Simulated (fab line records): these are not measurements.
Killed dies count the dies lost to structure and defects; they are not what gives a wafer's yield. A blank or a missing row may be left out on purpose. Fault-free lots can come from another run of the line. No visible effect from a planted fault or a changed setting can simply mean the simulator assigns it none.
Matching of chambers | flow nand-harc | ald-hk-04 running NHARC_A_CHANNEL_FILL_D2_ALD_14: 4 sister chambers
The step deposits SiO2, target thk 2.5 nm, pulse time 10 s, ald cycles 25. 8 wafers are shown with their chamber, then 9 later ones without.

## WAFERS WITH THEIR CHAMBER
wafer  | chamber | heater-power-w (W) | precursor-pulse-height-rel
L074.6 | 0       | 520                | 1.011
L082.1 | 0       | 532                | 1.005
L085.2 | 2       | 450                | 1.008
L085.5 | 1       | 468                | 1.001
L085.6 | 2       | 445                | 1.040
L084.2 | 1       | 456                | 1.006
L084.3 | 3       | 479                | 0.984
L084.5 | 3       | 481                | 0.984

## WAFERS WITH NO CHAMBER GIVEN
wafer  | heater-power-w (W) | precursor-pulse-height-rel
L093.1 | 509                | 1.019
L093.3 | 441                | 1.020
L093.6 | 523                | 0.980
L095.1 | 511                | 0.999
L095.3 | 428                | 0.980
L095.6 | 443                | 1.001
L096.2 | 440                | 1.012
L096.4 | 476                | 1.009
L096.6 | 444                | 1.004

## WHICH CHAMBER EACH WENT THROUGH
wafer  | from the rows above     | in truth
L093.1 | 0                       | 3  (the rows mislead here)
L093.3 | 2                       | 2
L093.6 | 0                       | 0
L095.1 | 0                       | 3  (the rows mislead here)
L095.3 | can't be placed: 2 or 1 | 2
L095.6 | can't be placed: 2 or 1 | 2
L096.2 | can't be placed: 2 or 1 | 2
L096.4 | can't be placed: 3 or 1 | 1
L096.6 | can't be placed: 2 or 1 | 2
Placed correctly: 2 of 9. These rows do not allow placing 5 (true chamber among the candidates in 5). Wrongly placed: 2.
How it was worked out, from the rows above alone: a wafer's distance from a chamber is the root of the sum, over the readings, of the square of ((its reading less the chamber's mean) divided by the reading's scatter). The wafer belongs to the nearest chamber; if the next one is less than 2 further off, it can't be placed. A chamber's mean is the mean of its shown wafers. The scatter is the square root of a quotient: the sum, over the shown wafers, of each reading's squared deviation from its chamber's mean, divided by wafers minus chambers.
